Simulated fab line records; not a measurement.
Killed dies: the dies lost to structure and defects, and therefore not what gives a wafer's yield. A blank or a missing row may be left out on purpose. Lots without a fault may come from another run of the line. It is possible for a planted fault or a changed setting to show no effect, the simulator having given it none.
Chamber matching ; flow n5Finfet ; N5_BEOL_M5_ETCH_68 on rieDiel-06 has 4 sister chambers
The step etches SOC in N2/H2, target depth 80 nm, overetch 16 nm, time 120 s. 16 wafers are shown with their chamber, then 8 later ones without.

WAFERS, EACH WITH ITS CHAMBER
wafer;chamber;drypumpMotorCurrentA (A);showerheadPlenumPTorr (Torr);oesProductAu (a.u.)
L076.1;2;5.2;2.59;0.65
L076.4;0;6.2;2.53;0.60
L076.6;0;6.2;2.53;0.59
L085.1;3;5.4;2.45;0.64
L085.2;0;6.2;2.52;0.59
L085.3;1;5.5;2.59;0.77
L086.3;0;6.2;2.52;0.59
L086.4;1;5.5;2.59;0.77
L086.5;1;5.5;2.59;0.77
L087.2;1;5.5;2.59;0.74
L087.3;0;6.3;2.52;0.58
L087.5;3;5.4;2.45;0.64
L091.1;2;5.2;2.58;0.64
L091.2;0;6.2;2.52;0.58
L091.4;3;5.4;2.45;0.64
L090.2;3;5.4;2.45;0.63

SIGNATURES (averages over the wafers above)
reading;chamber 0;chamber 1;chamber 2;chamber 3;scatter within a chamber
drypumpMotorCurrentA;6.217;5.500;5.200;5.400;0.0264
showerheadPlenumPTorr;2.5233;2.5900;2.5850;2.4500;0.00391
oesProductAu;0.5883;0.7625;0.6450;0.6375;0.0095
Rule: for each reading, subtract the chamber's mean from the wafer's reading, divide by that reading's scatter and square the result; add these up over the readings and take the root, which gives the wafer's distance from the chamber. The wafer belongs to the nearest chamber; if the next one is less than 2 further off, it can't be placed. The scatter: take each reading less its chamber's mean, square it, sum over the shown wafers, divide by the number of wafers less the number of chambers, and take the root.

WAFERS MISSING THEIR CHAMBER
wafer;drypumpMotorCurrentA (A);showerheadPlenumPTorr (Torr);oesProductAu (a.u.)
L090.4;5.5;2.59;0.72
L090.5;5.2;2.58;0.63
L092.1;5.5;2.59;0.72
L092.4;5.4;2.45;0.63
L092.6;5.4;2.45;0.63
L095.2;5.4;2.44;0.61
L095.3;5.2;2.57;0.61
L095.5;5.4;2.44;0.62

WHICH CHAMBER EACH ONE RAN IN
wafer;from the rows above;in truth
L090.4;1;1
L090.5;2;2
L092.1;1;1
L092.4;3;3
L092.6;3;3
L095.2;3;3
L095.3;2;2
L095.5;3;3
Correct placement for 8 of the 8. Left unplaced by these rows: 0. 0 placed wrongly.
